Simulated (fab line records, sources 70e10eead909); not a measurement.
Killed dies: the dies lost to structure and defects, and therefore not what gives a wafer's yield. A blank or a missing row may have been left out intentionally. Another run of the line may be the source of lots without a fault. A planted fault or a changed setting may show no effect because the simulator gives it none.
2 desks, one fault | flow nand-harc | what lay behind the numbers comes last; until then each desk has only its own

THE METROLOGY DESK
What the gauges read, lot by lot, whatever tool the lot ran on: means of the sampled wafers that have a number. If a lot's mean is further than 4 standard deviations from the usual mean, the lot is out of limits and carries the mark OUT (the distance appears in the brackets).
Columns: A = thk-nm at NHARC_A_ONON_D2_THK_MEAS_21, usual 1001 nm
lot  | first seen here | A
L349 | day 13 04:22    | 1002
L350 | day 14 01:42    | 992
L351 | day 14 10:09    | 1002
L352 | day 14 21:15    | 980
L353 | day 15 04:51    | 986
L358 | day 17 04:13    | 935 (-7.1) OUT
L360 | day 17 19:32    | 941 (-6.4) OUT
L365 | day 20 05:07    | 1006
L366 | day 20 22:05    | 1004
L367 | day 20 22:07    | 998
L368 | day 21 17:20    | 999
L369 | day 21 17:32    | 994
L371 | day 22 06:56    | 993
L370 | day 22 06:58    | 1001
This desk's verdict: out of limits on L358, L360, starting with L358 at day 17 04:13 (thk-nm at NHARC_A_ONON_D2_THK_MEAS_21). Within limits: L349, L350, L351, L352, L353, L365, L366, L367, L368, L369, L371, L370.

THE DEFECT DESK
Lot by lot, what the route's inspections counted, given as the mean of those sampled wafers with a number. If a lot's mean is further than 4 standard deviations from the usual mean, the lot is out of limits and carries the mark OUT (the distance appears in the brackets).
Columns: A = raw-defect-count at NHARC_A_ONON_D2_INSPECT_32, usual 390
lot  | first seen here | A
L349 | day 13 06:37    | 525
L350 | day 14 04:00    | 363
L351 | day 14 12:25    | 309
L352 | day 14 23:29    | 343
L353 | day 15 07:05    | 247
L358 | day 17 06:28    | 627
L360 | day 17 21:48    | 444
L365 | day 20 07:30    | 363
L366 | day 21 00:25    | 227
L367 | day 21 00:27    | 562
L368 | day 21 19:37    | 303
L369 | day 21 19:49    | 350
L371 | day 22 09:10    | 374
L370 | day 22 09:11    | 381
Finding of this desk: none of the 14 lots has anything out of limits.

PUT TOGETHER
Metrology desk: alarm possible at day 17 04:13 on L358, L360.
Nothing out of limits was seen by the defect desk.
The defect desk has L358, L360 on record, within its limits.
NHARC_A_ONON_D2_DEP_19 was run on pecvd-onon-03 by each of the lots named.

WHAT HAD BEEN PUT IN BY THE SIMULATOR
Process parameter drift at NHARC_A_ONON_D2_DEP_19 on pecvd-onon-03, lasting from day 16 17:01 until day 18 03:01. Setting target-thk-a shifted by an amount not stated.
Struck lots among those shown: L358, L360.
Time in hours between the start of the fault and the first out-of-limits reading at each desk: metrology desk, 11.
